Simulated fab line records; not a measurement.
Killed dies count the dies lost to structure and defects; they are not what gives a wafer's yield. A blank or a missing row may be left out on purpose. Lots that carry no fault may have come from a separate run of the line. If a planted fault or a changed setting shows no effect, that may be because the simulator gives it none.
Chamber matching    flow nand-harc    NHARC_A_ONON_D1_DEP_33 on pecvd-02 has 3 sister chambers
The step deposits SiO2, target thk 200 nm. 3 wafers are shown with their chamber, then 7 later ones without.

== EACH WAFER AND ITS CHAMBER ==
wafer   chamber  throttle-valve-pct (%)
L865.5  2        16.0
L866.2  0        16.2
L866.5  1        15.4

== WAFERS WHOSE CHAMBER IS MISSING ==
wafer   throttle-valve-pct (%)
L866.6  16.1
L874.1  15.3
L874.3  16.4
L874.4  16.1
L876.3  16.2
L876.5  15.2
L876.6  16.1

== WHICH CHAMBER EACH WENT THROUGH ==
wafer   from the rows above      in truth
L866.6  can't be placed: 0 or 2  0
L874.1  1                        1
L874.3  can't be placed: 0 or 2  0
L874.4  can't be placed: 0 or 2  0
L876.3  can't be placed: 0 or 2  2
L876.5  1                        1
L876.6  can't be placed: 0 or 2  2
Correctly placed: 2 of 7. These rows do not allow placing 5 (true chamber among the candidates in 5). Placed wrongly: 0.
How it was worked out, from the rows above alone: a wafer's distance from a chamber is the root of the sum, over the readings, of the square of ((its reading less the chamber's mean) divided by the reading's scatter). The wafer belongs to the nearest chamber; if the next one is less than 2 further off, it can't be placed. A chamber's mean is the mean of its shown wafers. The scatter: root of mean squared gap, hidden wafer to nearest shown wafer, with one shown wafer a chamber.
